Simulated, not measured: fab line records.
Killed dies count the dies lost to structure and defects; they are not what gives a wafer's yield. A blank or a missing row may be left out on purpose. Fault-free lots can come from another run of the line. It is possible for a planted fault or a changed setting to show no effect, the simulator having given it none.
8D (eight disciplines) problem report, filled in by code | flow n5 finfet | the parts of the form that need people (team, actions taken, sign-off) are left out

1. THE PROBLEM
barrier field endpoint s at N5_BEOL_M2_CMP_52 reads a mean of 17.1 s on 3 wafers of 2 lots; wafers without a fault read 24.5 s with a standard deviation of 0.54. Measured from the usual mean, that is -14 standard deviations.
The step: polishes, stops on SiOC, t overpolish 6.8 s, target thk 40 nm.
First seen on wafer L409.4, day 10 06:36, on cmp-03. At this step, 27 wafers from 9 lots have a number in the record. Rule for "out", or "out of limits": more than 4 standard deviations from the usual mean. The rest of the wafers with a number are treated as sound.

2. WHAT IT IS AND WHAT IT IS NOT
question                    | is                       | is not
which readings at this step | barrier field endpoint s | retaining ring pressure frac, slurry flow ml min
which lots                  | L409, L412               | L396, L398, L400, L404, L405, L417, L418
which wafers of those lots  | L409.4, L412.1, L412.4   | L409.1, L409.2, L412.5
read on which tools         | cmp-03, cmp-04           | cmp-02
when                        | from day 10 06:36        | up to then (17 sound wafers); but 7 sound wafers of L412, L417, L418 came after

3. SUSPECTS, AND WHAT RULES EACH OUT
Counting: a tool at a process step up to the reading stays a suspect if it ran every lot that is out. Sound lots after the first of them don't rule it out here, since some wafers of a struck lot are sound.
- pecvd-04 at N5_BEOL_M2_PECVD_72 (deposits SiO2 from TEOS/O2, target thk 16 nm, time 18 s): kept. Ran every lot that is out, first one L409 (day 9 21:23); last sound lot up to then L404 (day 8 13:59).
- In pecvd-04 at N5_BEOL_M2_PECVD_72, the wafers that are out were processed in chamber 2 and their sound lot-mates in chambers 0, 1.
Remaining after the count: pecvd-04 at N5_BEOL_M2_PECVD_72.

4. THE CAUSE (what the simulator had put in)
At N5_BEOL_M2_PECVD_72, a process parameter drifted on pecvd-04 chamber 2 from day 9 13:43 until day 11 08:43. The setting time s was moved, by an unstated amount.
This tool alone remained once counting was done.

5. THE CHAIN OF EFFECTS, in route order
One row per reading whose mean, taken over the struck wafers that have a number, lies over 3 standard deviations from the usual. Readings are gone through only where the record gives a usual standard deviation; hours: the median, over the lots, of the time from a lot's start at the first step in this table giving one to that lot's start at this step; sigmas: the change measured in usual standard deviations.
hours | step              | reading                  | usual  | on struck wafers | change | sigmas
0     | N5_BEOL_M2_CMP_52 | barrier field endpoint s | 24.5 s | 17.1             | -7.4   | -14
Here are the process steps it includes:
- N5_BEOL_M2_CMP_52: polishes, stops on SiOC, t overpolish 6.8 s, target thk 40 nm.
Later measuring or inspecting steps at which every struck wafer that the step has a row for has a number for every such reading, and none has moved that far: N5_BEOL_M4_RC_MEAS_101.

6. HOW IT WOULD HAVE BEEN CAUGHT EARLIER
First out-of-limits reading in this record: day 10 06:36, which is 17 hours after fault onset at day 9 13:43.
Of the tool readings at N5_BEOL_M2_PECVD_72 for which the record gives a usual standard deviation, none was out on any struck wafer, so an alarm limit of 4 standard deviations on them would not have fired.
Lots out: 2; of these, L412 started N5_BEOL_M2_PECVD_72 on pecvd-04 after day 10 06:36. Holding the tool at that time would have saved it.
